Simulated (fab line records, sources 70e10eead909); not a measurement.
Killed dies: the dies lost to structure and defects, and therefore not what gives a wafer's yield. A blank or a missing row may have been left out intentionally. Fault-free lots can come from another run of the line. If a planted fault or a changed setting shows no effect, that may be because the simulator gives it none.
Chamber matching || flow nandHarc || NHARC_A_CONTACT_ETCH_110 on rieDiel-05 has 4 sister chambers
The step etches the open film in CF4/O2, target depth 50 nm, overetch 5 nm, time 27.5 s. 14 wafers are shown with their chamber, then 7 later ones without.

## WAFERS, EACH WITH ITS CHAMBER
{"wafer": "L079.4", "chamber": 2, "showerheadPlenumPTorr (Torr)": 1.43, "drypumpMotorCurrentA (A)": 6.3, "oesProductAu (a.u.)": 0.993}
{"wafer": "L079.5", "chamber": 2, "showerheadPlenumPTorr (Torr)": 1.43, "drypumpMotorCurrentA (A)": 6.3, "oesProductAu (a.u.)": 0.988}
{"wafer": "L079.6", "chamber": 1, "showerheadPlenumPTorr (Torr)": 1.28, "drypumpMotorCurrentA (A)": 6.0, "oesProductAu (a.u.)": 1.030}
{"wafer": "L084.1", "chamber": 2, "showerheadPlenumPTorr (Torr)": 1.42, "drypumpMotorCurrentA (A)": 6.3, "oesProductAu (a.u.)": 1.006}
{"wafer": "L084.5", "chamber": 0, "showerheadPlenumPTorr (Torr)": 1.24, "drypumpMotorCurrentA (A)": 5.9, "oesProductAu (a.u.)": 0.990}
{"wafer": "L084.6", "chamber": 1, "showerheadPlenumPTorr (Torr)": 1.28, "drypumpMotorCurrentA (A)": 6.0, "oesProductAu (a.u.)": 1.027}
{"wafer": "L082.1", "chamber": 3, "showerheadPlenumPTorr (Torr)": 1.28, "drypumpMotorCurrentA (A)": 4.8, "oesProductAu (a.u.)": 0.999}
{"wafer": "L082.4", "chamber": 0, "showerheadPlenumPTorr (Torr)": 1.24, "drypumpMotorCurrentA (A)": 5.8, "oesProductAu (a.u.)": 0.985}
{"wafer": "L082.5", "chamber": 3, "showerheadPlenumPTorr (Torr)": 1.28, "drypumpMotorCurrentA (A)": 4.8, "oesProductAu (a.u.)": 0.987}
{"wafer": "L083.1", "chamber": 2, "showerheadPlenumPTorr (Torr)": 1.42, "drypumpMotorCurrentA (A)": 6.4, "oesProductAu (a.u.)": 1.007}
{"wafer": "L083.3", "chamber": 0, "showerheadPlenumPTorr (Torr)": 1.24, "drypumpMotorCurrentA (A)": 5.8, "oesProductAu (a.u.)": 0.995}
{"wafer": "L083.5", "chamber": 3, "showerheadPlenumPTorr (Torr)": 1.28, "drypumpMotorCurrentA (A)": 4.8, "oesProductAu (a.u.)": 0.995}
{"wafer": "L088.1", "chamber": 0, "showerheadPlenumPTorr (Torr)": 1.24, "drypumpMotorCurrentA (A)": 5.8, "oesProductAu (a.u.)": 0.997}
{"wafer": "L088.4", "chamber": 2, "showerheadPlenumPTorr (Torr)": 1.42, "drypumpMotorCurrentA (A)": 6.3, "oesProductAu (a.u.)": 1.007}

SIGNATURES, as means of the wafers listed above
{"reading": "showerheadPlenumPTorr", "chamber 0": 1.2400, "chamber 1": 1.2800, "chamber 2": 1.4240, "chamber 3": 1.2800, "scatter within a chamber": 0.00346}
{"reading": "drypumpMotorCurrentA", "chamber 0": 5.825, "chamber 1": 6.000, "chamber 2": 6.320, "chamber 3": 4.800, "scatter within a chamber": 0.0394}
{"reading": "oesProductAu", "chamber 0": 0.99175, "chamber 1": 1.02850, "chamber 2": 1.00020, "chamber 3": 0.99367, "scatter within a chamber": 0.00702}
Rule: for each reading, subtract the chamber's mean from the wafer's reading, divide by that reading's scatter and square the result; add these up over the readings and take the root, which gives the wafer's distance from the chamber. If the next closest chamber is less than 2 further off than the closest, the wafer can't be placed; otherwise it belongs to the closest. The scatter is the square root of a quotient: the sum, over the shown wafers, of each reading's squared deviation from its chamber's mean, divided by wafers minus chambers.

## WAFERS WITHOUT THEIR CHAMBER
{"wafer": "L088.5", "showerheadPlenumPTorr (Torr)": 1.24, "drypumpMotorCurrentA (A)": 5.8, "oesProductAu (a.u.)": 0.995}
{"wafer": "L089.3", "showerheadPlenumPTorr (Torr)": 1.24, "drypumpMotorCurrentA (A)": 5.8, "oesProductAu (a.u.)": 0.994}
{"wafer": "L089.4", "showerheadPlenumPTorr (Torr)": 1.42, "drypumpMotorCurrentA (A)": 6.3, "oesProductAu (a.u.)": 1.018}
{"wafer": "L089.5", "showerheadPlenumPTorr (Torr)": 1.28, "drypumpMotorCurrentA (A)": 4.8, "oesProductAu (a.u.)": 0.995}
{"wafer": "L090.1", "showerheadPlenumPTorr (Torr)": 1.24, "drypumpMotorCurrentA (A)": 5.9, "oesProductAu (a.u.)": 1.001}
{"wafer": "L090.3", "showerheadPlenumPTorr (Torr)": 1.27, "drypumpMotorCurrentA (A)": 6.0, "oesProductAu (a.u.)": 1.018}
{"wafer": "L090.5", "showerheadPlenumPTorr (Torr)": 1.42, "drypumpMotorCurrentA (A)": 6.3, "oesProductAu (a.u.)": 1.019}

## THE CHAMBER EACH PASSED THROUGH
{"wafer": "L088.5", "from the rows above": 0, "in truth": 0}
{"wafer": "L089.3", "from the rows above": 0, "in truth": 0}
{"wafer": "L089.4", "from the rows above": 2, "in truth": 2}
{"wafer": "L089.5", "from the rows above": 3, "in truth": 3}
{"wafer": "L090.1", "from the rows above": 0, "in truth": 0}
{"wafer": "L090.3", "from the rows above": 1, "in truth": 1}
{"wafer": "L090.5", "from the rows above": 2, "in truth": 2}
Placed correctly: 7 of 7. Left unplaced by these rows: 0. Wrongly placed: 0.
